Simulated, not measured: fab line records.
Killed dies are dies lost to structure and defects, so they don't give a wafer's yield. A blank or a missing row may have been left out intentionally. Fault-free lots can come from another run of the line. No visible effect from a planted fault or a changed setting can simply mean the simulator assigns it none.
Split-lot trial :: flow n5_finfet :: 7 lots, 21 wafers read, on a route of 1938 steps

== ON THE SPLIT ==
At N5_FIN_CUT_ETCH_21 (etches SOC in N2/H2, target depth 219 nm, overetch 43.8 nm, time 523.5 s), the setting bias_w was moved away from the recipe's 61 W on 2 of the 21 wafers read, by -12.6% to -8.1%. The other wafers ran this setting at the recipe's value.

The reading comes from the split's own step.

== THE READING ==
rf_vpp_V, in V, at N5_FIN_CUT_ETCH_21 (etches SOC in N2/H2, target depth 219 nm, overetch 43.8 nm, time 523.5 s). Typical for fault-free wafers on this fab line: 241.2 V, with standard deviation 1.2 V.

wafer: L076.1
tool, chamber at the split: rie_diel-04, 1
bias_w as run, W: 61
against the recipe: recipe
rf_vpp_V, V: 241.0
against lot-mates on the recipe: -

wafer: L076.3
tool, chamber at the split: rie_diel-04, 2
bias_w as run, W: 61
against the recipe: recipe
rf_vpp_V, V: 240.6
against lot-mates on the recipe: -

wafer: L076.4
tool, chamber at the split: rie_diel-04, 0
bias_w as run, W: 61
against the recipe: recipe
rf_vpp_V, V: 242.7
against lot-mates on the recipe: -

wafer: L078.2
tool, chamber at the split: rie_diel-05, 0
bias_w as run, W: 61
against the recipe: recipe
rf_vpp_V, V: 239.2
against lot-mates on the recipe: -

wafer: L078.3
tool, chamber at the split: rie_diel-05, 3
bias_w as run, W: 61
against the recipe: recipe
rf_vpp_V, V: 239.5
against lot-mates on the recipe: -

wafer: L078.5
tool, chamber at the split: rie_diel-05, 0
bias_w as run, W: 61
against the recipe: recipe
rf_vpp_V, V: 240.5
against lot-mates on the recipe: -

wafer: L080.4
tool, chamber at the split: rie_diel-01, 1
bias_w as run, W: 61
against the recipe: recipe
rf_vpp_V, V: 240.9
against lot-mates on the recipe: -

wafer: L080.5
tool, chamber at the split: rie_diel-01, 1
bias_w as run, W: 61
against the recipe: recipe
rf_vpp_V, V: 242.1
against lot-mates on the recipe: -

wafer: L080.6
tool, chamber at the split: rie_diel-01, 2
bias_w as run, W: 61
against the recipe: recipe
rf_vpp_V, V: 241.7
against lot-mates on the recipe: -

wafer: L090.3
tool, chamber at the split: rie_diel-04, 0
bias_w as run, W: 61
against the recipe: recipe
rf_vpp_V, V: 243.2
against lot-mates on the recipe: -

wafer: L090.4
tool, chamber at the split: rie_diel-04, 3
bias_w as run, W: 61
against the recipe: recipe
rf_vpp_V, V: 241.0
against lot-mates on the recipe: -

wafer: L090.5
tool, chamber at the split: rie_diel-04, 3
bias_w as run, W: 61
against the recipe: recipe
rf_vpp_V, V: 240.8
against lot-mates on the recipe: -

wafer: L091.1
tool, chamber at the split: rie_diel-05, 1
bias_w as run, W: 61
against the recipe: recipe
rf_vpp_V, V: 240.5
against lot-mates on the recipe: -

wafer: L091.3
tool, chamber at the split: rie_diel-05, 0
bias_w as run, W: 61
against the recipe: recipe
rf_vpp_V, V: 241.1
against lot-mates on the recipe: -

wafer: L091.4
tool, chamber at the split: rie_diel-05, 2
bias_w as run, W: 53.3
against the recipe: -12.6%
rf_vpp_V, V: 221.6
against lot-mates on the recipe: -19.2

wafer: L093.4
tool, chamber at the split: rie_diel-01, 2
bias_w as run, W: 61
against the recipe: recipe
rf_vpp_V, V: 242.6
against lot-mates on the recipe: -

wafer: L093.5
tool, chamber at the split: rie_diel-01, 1
bias_w as run, W: 61
against the recipe: recipe
rf_vpp_V, V: 241.0
against lot-mates on the recipe: -

wafer: L093.6
tool, chamber at the split: rie_diel-01, 0
bias_w as run, W: 61
against the recipe: recipe
rf_vpp_V, V: 238.8
against lot-mates on the recipe: -

wafer: L095.1
tool, chamber at the split: rie_diel-01, 1
bias_w as run, W: 61
against the recipe: recipe
rf_vpp_V, V: 240.8
against lot-mates on the recipe: -

wafer: L095.4
tool, chamber at the split: rie_diel-01, 2
bias_w as run, W: 56.05
against the recipe: -8.1%
rf_vpp_V, V: 228.8
against lot-mates on the recipe: -12.1

wafer: L095.5
tool, chamber at the split: rie_diel-01, 3
bias_w as run, W: 61
against the recipe: recipe
rf_vpp_V, V: 241.1
against lot-mates on the recipe: -

FIT RESULTS
A straight line over all 21 wafers: rf_vpp_V changes by +1.53 V for each +1% of bias_w; r = +0.98; the points scatter about the line by 1.1 V.
The same after taking each lot's own level away (the mean of its wafers on the recipe; 21 wafers): +1.51 V for each +1%; r = +0.98; scatter 0.9 V.
According to that fit, moving bias_w by its largest amount changes the reading by 19 V.
The span of the lots' own levels, 239.73 to 241.67 V, comes to 1.6 times the standard deviation stated above.
Consequently the slope shifts little with the lot-to-lot level, the two slopes agreeing.
Check: with one of the wafers moved furthest among these (-12.6%) left out of the fit, the line predicts -18.9 V for it against its lot-mates. Against them it came out at -19.2 V.
Tool readings at the split's step, against how far the setting was moved: rf_vpp_V r = +0.98.

== OTHER SPLITS APPLIED TO THESE WAFERS ==
Before the reading, these wafers also passed through other splits. Each is held against what the fit with the lots' levels taken away leaves over:
other split on the same wafers: N5_ZERO_LAYER_PECVD_02 time_s
wafers away from the commonest value: 6
r with rf_vpp_V (lot level and that fit taken away): -0.33

other split on the same wafers: N5_ZERO_LAYER_EXPOSE_08 dose_mj
wafers away from the commonest value: 9
r with rf_vpp_V (lot level and that fit taken away): -0.34

other split on the same wafers: N5_FIN_SAQP_EXPOSE_13 dose_mj
wafers away from the commonest value: 5
r with rf_vpp_V (lot level and that fit taken away): +0.13

== THE FILE'S OWN FIT ==
rf_vpp_V changes by +1.52 V for each +1% of bias_w, r = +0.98.
